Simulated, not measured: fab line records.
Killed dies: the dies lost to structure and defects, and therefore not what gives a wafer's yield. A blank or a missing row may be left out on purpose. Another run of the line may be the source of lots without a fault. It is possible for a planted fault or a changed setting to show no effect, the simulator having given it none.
Which tool is to blame? ; flow nand harc ; 72 wafers from 24 lots sampled at 3 of the route's 1302 steps

## WHAT THE GAUGES READ, wafer by wafer
NHARC_P_BONDPAD_INSPECT_23. Usual: raw defect count 322, standard deviation 100.
lot;measured;on;raw defect count;flag
L074;day 6 21:39;defect inspect-01;291 371 373;
L075;day 7 03:47;defect inspect-01;456 619 385;
L076;day 7 13:38;defect inspect-02;311 227 290;
L077;day 8 00:14;defect inspect-02;262 420 291;
L079;day 8 13:49;defect inspect-01;169 388 437;
L078;day 8 14:10;defect inspect-02;497 244 254;
L080;day 9 13:12;defect inspect-01;301 292 527;
L081;day 9 22:17;defect inspect-02;342 332 343;
L082;day 10 00:34;defect inspect-01;412 371 297;
L083;day 10 13:59;defect inspect-01;368 382 306;
L084;day 11 05:01;defect inspect-02;390 265 216;
L085;day 11 11:44;defect inspect-02;314 232 517;
L086;day 12 01:03;defect inspect-01;206 350 316;
L088;day 12 22:28;defect inspect-01;185 199 149;
L087;day 12 23:21;defect inspect-01;289 423 396;
L090;day 13 17:28;defect inspect-02;344 295 223;
L089;day 13 18:22;defect inspect-02;330 404 217;
L091;day 13 21:00;defect inspect-02;201 237 432;
L092;day 14 04:00;defect inspect-01;484 284 493;
L093;day 15 05:37;defect inspect-02;201 323 381;
L094;day 15 06:37;defect inspect-02;284 131 176;
L095;day 15 11:49;defect inspect-02;311 296 419;
L096;day 15 23:40;defect inspect-01;196 297 200;
L097;day 16 14:41;defect inspect-02;214 332 296;

NHARC_A_ONON_D1_THK_MEAS_14: measures by ellipsometry. Usual: thk nm 995 nm, standard deviation 11.
lot;measured;on;thk nm (nm);flag
L074;day 8 00:37;film metro-02;1007 1008 1009;
L075;day 8 05:32;film metro-02;982 982 981;
L076;day 8 15:25;film metro-02;999 1000 998;
L077;day 9 01:24;film metro-01;997 996 998;
L079;day 9 15:40;film metro-02;972 972 973;
L078;day 9 15:41;film metro-01;1004 1004 1005;
L080;day 10 15:49;film metro-02;988 991 991;
L081;day 11 00:55;film metro-01;1012 1013 1015;
L082;day 11 01:08;film metro-01;995 995 994;
L083;day 11 17:04;film metro-01;1011 1010 1009;
L084;day 12 10:28;film metro-01;1008 1008 1008;
L085;day 12 16:11;film metro-01;988 987 989;
L086;day 13 02:35;film metro-02;1009 1011 1010;
L088;day 13 23:59;film metro-02;993 995 991;
L087;day 13 23:59;film metro-01;990 989 991;
L090;day 14 18:46;film metro-02;990 990 991;
L089;day 14 18:47;film metro-01;989 990 992;
L091;day 14 22:26;film metro-02;981 978 981;
L092;day 15 06:28;film metro-01;985 983 985;
L093;day 16 07:08;film metro-01;999 998 999;
L094;day 16 07:08;film metro-02;984 986 983;
L095;day 16 15:48;film metro-01;995 993 993;
L096;day 17 00:49;film metro-01;986 988 986;
L097;day 17 17:29;film metro-02;1005 1004 1005;

## TOOL THAT RAN EACH LOT (tool first, then ch and the chambers of the sampled wafers, then the start)
lot;NHARC_A_ZERO_WELL_DESCUM_12
L074;rie diel-07 ch 0,1, day 6 23:08
L075;rie diel-07 ch 1,2,3, day 7 05:22
L076;rie diel-09 ch 0,1,3, day 7 15:07
L077;rie diel-09 ch 1,2, day 8 01:42
L079;rie diel-07 ch 0,1,2, day 8 15:18
L078;rie diel-09 ch 0,2, day 8 15:38
L080;rie diel-09 ch 0,2,3, day 9 14:41
L081;rie diel-07 ch 0,2,3, day 9 23:45
L082;rie diel-07 ch 1,2, day 10 02:01
L083;rie diel-07 ch 0,3, day 10 15:27
L084;rie diel-07 ch 0,1,3, day 11 06:22
L085;rie diel-07 ch 1,3, day 11 13:19
L086;rie diel-07 ch 0,3, day 12 02:32
L088;rie diel-09 ch 0,1,3, day 12 23:59
L087;rie diel-07 ch 0,1,2, day 13 00:49
L090;rie diel-07 ch 1,2,3, day 13 18:49
L089;rie diel-07 ch 2,3, day 13 19:49
L091;rie diel-07 ch 0,3, day 13 22:21
L092;rie diel-09 ch 0,2,3, day 14 05:29
L093;rie diel-07 ch 0,1,3, day 15 07:07
L094;rie diel-07 ch 1,2,3, day 15 08:05
L095;rie diel-07 ch 0,1,2, day 15 13:11
L096;rie diel-09 ch 1,2, day 16 01:08
L097;rie diel-07 ch 0,1,3, day 16 16:02
- NHARC_A_ZERO_WELL_DESCUM_12: chemistry O2, time 3 s.

## AS READ BY THE TOOLS THEMSELVES (means over the sampled wafers that have a number; for cases with no such wafer, the mark the record gives instead)
NHARC_A_ZERO_WELL_DESCUM_12. Usual: drypump motor current A 5.6 A, standard deviation 0.57; oes product au 1.000 a.u., standard deviation 0.0098; rf vpp V 57.9 V, standard deviation 0.8; showerhead plenum p Torr 1.94 Torr, standard deviation 0.088; throttle valve pct 11.310 %, standard deviation 0.01.
lot;tool;drypump motor current A (A);oes product au (a.u.);rf vpp V (V);showerhead plenum p Torr (Torr);throttle valve pct (%);flag
L074;rie diel-07;5.3;1.005;57.3;1.90;11.311;
L075;rie diel-07;5.6;1.004;57.8;1.95;11.300;
L076;rie diel-09;5.7;1.000;58.1;1.92;11.314;
L077;rie diel-09;6.2;0.993;58.6;1.80;11.309;
L079;rie diel-07;5.7;1.008;57.9;1.92;11.311;
L078;rie diel-09;5.5;1.002;58.2;1.96;11.307;
L080;rie diel-09;5.6;0.998;58.7;1.91;11.310;
L081;rie diel-07;5.6;0.996;58.0;1.99;11.312;
L082;rie diel-07;5.8;1.008;58.5;1.88;11.310;
L083;rie diel-07;5.1;1.004;58.2;2.03;11.313;
L084;rie diel-07;5.2;1.002;58.3;1.96;11.306;
L085;rie diel-07;5.3;1.003;58.3;1.92;11.319;
L086;rie diel-07;5.1;0.995;57.3;2.00;11.307;
L088;rie diel-09;5.7;0.997;57.3;1.92;11.316;
L087;rie diel-07;5.7;1.005;58.3;1.92;11.314;
L090;rie diel-07;5.6;1.008;57.9;1.95;11.315;
L089;rie diel-07;6.0;0.991;58.1;1.97;11.310;
L091;rie diel-07;5.0;1.004;58.1;2.00;11.308;
L092;rie diel-09;5.6;1.001;58.1;1.90;11.326;
L093;rie diel-07;5.1;1.008;57.8;1.96;11.305;
L094;rie diel-07;5.6;0.993;57.2;1.95;11.307;
L095;rie diel-07;5.7;0.994;57.6;1.92;11.316;
L096;rie diel-09;6.2;1.001;57.6;1.80;11.311;
L097;rie diel-07;5.1;1.015;58.0;1.96;11.310;

## THE ANSWER, worked out from the rows above alone
Rule: lot off if the mean of its wafers having a number is beyond 3 standard deviations from the usual mean. Also off: a lot with no number at a reading for which 4 or more lots have one. The other lots that the step has rows for count as sound. The gauges are gone through in route order, then the tools' own readings, and for those a lot's mean is taken as printed above. The first step at which some lot is off is used, and at that step the reading that is off furthest; a lot without a number counts as furthest.
Across all readings shown, no lot is off: no conclusion can be drawn from this.

## WHAT THE SIMULATOR PUT IN
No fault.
